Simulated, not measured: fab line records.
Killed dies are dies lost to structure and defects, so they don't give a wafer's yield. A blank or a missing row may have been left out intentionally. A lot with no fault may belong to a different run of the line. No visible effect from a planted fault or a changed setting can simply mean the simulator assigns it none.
Which of the tools did it? | flow n5-finfet | 30 wafers from 10 lots sampled at 4 of the route's 1938 steps

## WHAT THE GAUGES SHOWED, per wafer
N5_BEOL_M14_THK_MEAS_01.
lot  | measured     | on            | M14_ILD_THK (nm)
L800 | day 11 14:00 | film-metro-02 | 1122 1093 1104
L802 | day 11 14:44 | film-metro-01 | 1113 1099 1110
L799 | day 11 14:59 | film-metro-02 | 1094 1119 1116
L805 | day 12 09:20 | film-metro-01 | 1102 1120 1118
L807 | day 12 18:20 | film-metro-01 | 1116 1102 1127
L812 | day 14 09:19 | film-metro-01 | 1102 1128 968
L814 | day 14 15:48 | film-metro-02 | 1107 955 1129
L820 | day 16 18:16 | film-metro-01 | 1096 1117 1120
L821 | day 16 18:56 | film-metro-02 | 1102 1114 1104
L822 | day 16 23:14 | film-metro-02 | 1109 1118 1110

## TOOL THAT RAN EACH LOT (tool first, then ch and the chambers of the sampled wafers, then the start)
lot  | N5_BEOL_M13_DESCUM_33              | N5_BEOL_M13_DEP_53              | N5_BEOL_M14_ILD_DEP_00
L800 | rie-diel-03 ch 1,2, day 11 05:19   | pecvd-02 ch 0,1,2, day 11 13:36 | pecvd-03 ch 0,1, day 11 13:49
L802 | rie-diel-01 ch 0,1,3, day 11 06:07 | pecvd-04 ch 0,1,2, day 11 14:22 | pecvd-03 ch 0,1, day 11 14:33
L799 | rie-diel-03 ch 1,2, day 11 06:19   | pecvd-02 ch 0,1,2, day 11 14:40 | pecvd-01 ch 0,1,2, day 11 14:48
L805 | rie-diel-03 ch 2,3, day 12 06:36   | pecvd-02 ch 0,1, day 12 09:01   | pecvd-04 ch 1,2, day 12 09:09
L807 | rie-diel-06 ch 0,1, day 12 14:39   | pecvd-04 ch 0,1, day 12 18:01   | pecvd-04 ch 0,1, day 12 18:08
L812 | rie-diel-03 ch 1,2,3, day 14 02:49 | pecvd-04 ch 0,1,2, day 14 08:59 | pecvd-03 ch 1,2, day 14 09:07
L814 | rie-diel-06 ch 0,1,2, day 14 11:20 | pecvd-04 ch 0,1, day 14 15:29   | pecvd-03 ch 1,2, day 14 15:37
L820 | rie-diel-03 ch 0,1, day 16 14:48   | pecvd-03 ch 0,1, day 16 17:57   | pecvd-04 ch 0,1, day 16 18:05
L821 | rie-diel-03 ch 1,2, day 16 16:12   | pecvd-02 ch 0,1,2, day 16 18:37 | pecvd-01 ch 0,1,2, day 16 18:44
L822 | rie-diel-01 ch 0,1,2, day 16 19:15 | pecvd-02 ch 0,1,2, day 16 22:56 | pecvd-04 ch 0,1,2, day 16 23:07
- N5_BEOL_M13_DESCUM_33: chemistry O2, time 7.9 s.
- N5_BEOL_M13_DEP_53: deposits SiCN from 3MS/NH3, target thk 50 nm, time 17.8 s.
- N5_BEOL_M14_ILD_DEP_00: deposits SiO2 from TEOS/O2, target thk 1119.3 nm, time 237.4 s.

## THE ANSWER, worked out from the rows above alone
Rule: the usual values come from the lots themselves. The widest of any qualifying gaps counts: lots, ordered by their means at a reading, are off when they make up no more than a third of the lots, leave a main group of 4 or more, and stand apart from it by 3 or more times the standard deviation of that group's means. A main group is skipped when, at the precision printed for the reading in the tables above, its means are all equal. Also off: a lot with no number at a reading for which 4 or more lots have one. Any other lot the step has rows for is counted as sound.
Off: at N5_BEOL_M14_THK_MEAS_01 (M14_ILD_THK), L812, L814. For the main group the mean is 1110 nm and the standard deviation 3.
If a tool, at a process step before that reading, ran all the lots that are off and no sound lot after the first of them, it fits. The gauges at N5_BEOL_M14_THK_MEAS_01 are tried like those tools. Undecided on this evidence; 2 tools fit (pecvd-04 at N5_BEOL_M13_DEP_53, pecvd-03 at N5_BEOL_M14_ILD_DEP_00).

## WHAT THE SIMULATOR PUT IN
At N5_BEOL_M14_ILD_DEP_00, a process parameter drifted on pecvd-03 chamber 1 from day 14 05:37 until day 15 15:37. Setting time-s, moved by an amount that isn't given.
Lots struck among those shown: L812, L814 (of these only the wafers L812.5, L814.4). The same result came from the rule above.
